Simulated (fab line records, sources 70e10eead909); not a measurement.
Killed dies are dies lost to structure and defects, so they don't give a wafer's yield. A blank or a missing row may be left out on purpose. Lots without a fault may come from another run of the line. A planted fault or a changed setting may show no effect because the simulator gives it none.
Which tool did it? | flow nand_harc | 6 lots, 18 wafers sampled, at 4 steps of a route of 1159

WHAT THE GAUGES READ, wafer by wafer
NHARC_END_SORT_01.
lot  | measured     | on        | killed_at_array
L274 | day 20 04:15 | prober-02 | 19 23 22
L276 | day 19 23:21 | prober-01 | 25 19 23
L277 | day 20 14:37 | prober-01 | 35 34 32
L286 | day 22 23:06 | prober-01 | 13 18 11
L291 | day 24 11:34 | prober-02 | 26 23 34
L292 | day 24 10:43 | prober-01 | 34 29 28

WHICH TOOL RAN EACH LOT (tool, then ch and the chambers of the sampled wafers, then the start)
lot  | NHARC_A_STAIRCASE_ETCH_236         | NHARC_THIN_TSV_DEP_47           | NHARC_THIN_TSV_ETCHBACK_48
L274 | rie_diel-04 ch 2,3, day 11 16:23   | pecvd-03 ch 0,1, day 19 05:14   | rie_diel-08 ch 0,2, day 19 05:38
L276 | rie_diel-12 ch 1,2, day 12 03:49   | pecvd-01 ch 0,1,2, day 19 06:18 | rie_diel-10 ch 1,2,3, day 19 06:47
L277 | rie_diel-04 ch 0,2,3, day 12 14:16 | pecvd-03 ch 0,1,2, day 20 00:39 | rie_diel-10 ch 0,1,3, day 20 01:03
L286 | rie_diel-04 ch 0,1,2, day 15 03:00 | pecvd-03 ch 1,2, day 22 06:28   | rie_diel-10 ch 0,1,3, day 22 06:52
L291 | rie_diel-11 ch 0,3, day 15 20:05   | pecvd-02 ch 0,1, day 23 19:27   | rie_diel-08 ch 0,2, day 23 19:48
L292 | rie_diel-12 ch 2,3, day 15 21:47   | pecvd-02 ch 0,1, day 23 19:41   | rie_diel-13 ch 1,3, day 23 20:07
- NHARC_A_STAIRCASE_ETCH_236: etches the open film in C4F8/O2, target depth 100 nm, time 40.5 s.
- NHARC_THIN_TSV_DEP_47: deposits SiO2, target thk 200 nm.
- NHARC_THIN_TSV_ETCHBACK_48: etches the open film in C4F8/Ar, target depth 1028.5 nm, time 405.17 s.

THE ANSWER, worked out from the rows above alone
Rule: what is usual is taken from the lots themselves. Put in order of their means at a reading, lots are off if they are a third of the lots or fewer, leave a main group of 4 or more, and stand apart from it by a gap of 3 or more times the standard deviation of the main group's means; of several such gaps the widest counts. A main group whose means are all the same, to the digits that the tables above print for the reading, isn't used. A lot without any number at a reading at which 4 lots or more have one is off too. The other lots that the step has rows for count as sound.
No lot is off at any reading shown: from this, nothing can be told.

WHAT THE SIMULATOR HAD PUT IN
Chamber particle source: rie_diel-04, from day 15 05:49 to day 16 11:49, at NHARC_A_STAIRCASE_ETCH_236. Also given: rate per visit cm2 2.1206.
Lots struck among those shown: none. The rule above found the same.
